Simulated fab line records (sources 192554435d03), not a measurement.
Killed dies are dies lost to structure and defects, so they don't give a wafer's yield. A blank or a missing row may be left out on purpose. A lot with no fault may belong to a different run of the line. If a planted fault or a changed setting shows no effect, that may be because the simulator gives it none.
Lot-split experiment | flow n5-finfet | 21 wafers read across 7 lots, on a route 1938 steps long

## ON THE SPLIT
At N5_BEOL_M12_TRENCH_ETCH_34 (etches SiOC in C4F8/O2/Ar, target depth 318.95 nm, time 125.5 s), the setting time-s was moved away from the recipe's 125.5 s on 4 of the 21 wafers read, by -9.3% to +21.4%. The other wafers ran this setting at the recipe's value.

## FROM THE SPLIT TO THE READING: what the file shows between them, 1 step
- N5_BEOL_M12_STRIP_70: strips in C4F8/O2/Ar

## THE READING
trench-depth-nm, in nm, at N5_BEOL_M12_OCD_MEAS_35. Typical for fault-free wafers on this fab line: 319 nm, with standard deviation 4.5 nm.

wafer  | tool, chamber at the split | time-s as run, s | against the recipe | trench-depth-nm, nm | against lot-mates on the recipe
L075.2 | rie-diel-02, 1             | 125.5            | recipe             | 319                 | -
L075.5 | rie-diel-02, 1             | 125.5            | recipe             | 318                 | -
L075.6 | rie-diel-02, 0             | 125.5            | recipe             | 318                 | -
L080.1 | rie-diel-06, 0             | 125.5            | recipe             | 321                 | -
L080.2 | rie-diel-06, 2             | 125.5            | recipe             | 321                 | -
L080.3 | rie-diel-06, 1             | 125.5            | recipe             | 321                 | -
L083.1 | rie-diel-02, 2             | 125.5            | recipe             | 323                 | -
L083.4 | rie-diel-02, 3             | 113.8            | -9.3%              | 286                 | -38
L083.6 | rie-diel-02, 2             | 125.5            | recipe             | 324                 | -
L088.1 | rie-diel-06, 0             | 118.1            | -5.9%              | 306                 | -20
L088.4 | rie-diel-06, 3             | 125.5            | recipe             | 325                 | -
L088.5 | rie-diel-06, 3             | 125.5            | recipe             | 328                 | -
L086.2 | rie-diel-01, 0             | 152.4            | +21.4%             | 393                 | +78
L086.3 | rie-diel-01, 1             | 125.5            | recipe             | 315                 | -
L086.4 | rie-diel-01, 2             | 152.4            | +21.4%             | 390                 | +75
L087.2 | rie-diel-02, 3             | 125.5            | recipe             | 313                 | -
L087.3 | rie-diel-02, 2             | 125.5            | recipe             | 319                 | -
L087.4 | rie-diel-02, 0             | 125.5            | recipe             | 318                 | -
L096.2 | rie-diel-06, 3             | 125.5            | recipe             | 326                 | -
L096.4 | rie-diel-06, 0             | 125.5            | recipe             | 321                 | -
L096.6 | rie-diel-06, 1             | 125.5            | recipe             | 319                 | -

THE FIT
A straight line over all 21 wafers: trench-depth-nm changes by +3.31 nm for each +1% of time-s; r = +0.99; the points scatter about the line by 3.8 nm.
The same after taking each lot's own level away (the mean of its wafers on the recipe; 21 wafers): +3.61 nm for each +1%; r = +1.00; scatter 2 nm.
The reading moves by 77 nm for the largest change in time-s, on that fit.
Across the lots, their own levels run from 315.0 to 326.5 nm, a range of 2.6 times the standard deviation given above.
The two slopes are in agreement: the lot-to-lot level therefore moves the slope only a little.
Check: for one of the wafers moved furthest among these (+21.4%), held out of the fit, the line's prediction against its lot-mates is +76.4 nm. Against them it came out at +78 nm.

## THESE WAFERS: OTHER SPLITS
Other splits were also applied to these wafers ahead of the reading. Each is held against what the fit with the lots' levels taken away leaves over:
other split on the same wafers | wafers away from the commonest value | r with trench-depth-nm (lot level and that fit taken away)
N5_BEOL_M10_COAT_64 spin-rpm   | 7                                    | -0.10
N5_BEOL_M10_PEB_26 peb-time-s  | 9                                    | +0.21
N5_BEOL_M11_COAT_59 spin-rpm   | 4                                    | +0.11
N5_BEOL_M12_EXPOSE_07 dose-mj  | 10                                   | +0.22

## THE WHOLE CHAIN: every reading that the file lists as answering this split, in the file's order
step                       | what it does                                                    | reading                                                        | change (the file's fit)              | r (the file's)
N5_BEOL_M12_TRENCH_ETCH_34 | etches SiOC in C4F8/O2/Ar, target depth 318.95 nm, time 125.5 s | etch.depth-nm (the simulator's own value, which no gauge read) | +3.6 nm for each +1% of the setting  | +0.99
N5_BEOL_M12_OCD_MEAS_35    |                                                                 | trench-depth-nm                                                | +3.64 nm for each +1% of the setting | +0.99

## FILE'S OWN FIT
trench-depth-nm changes by +3.64 nm for each +1% of time-s, r = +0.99.
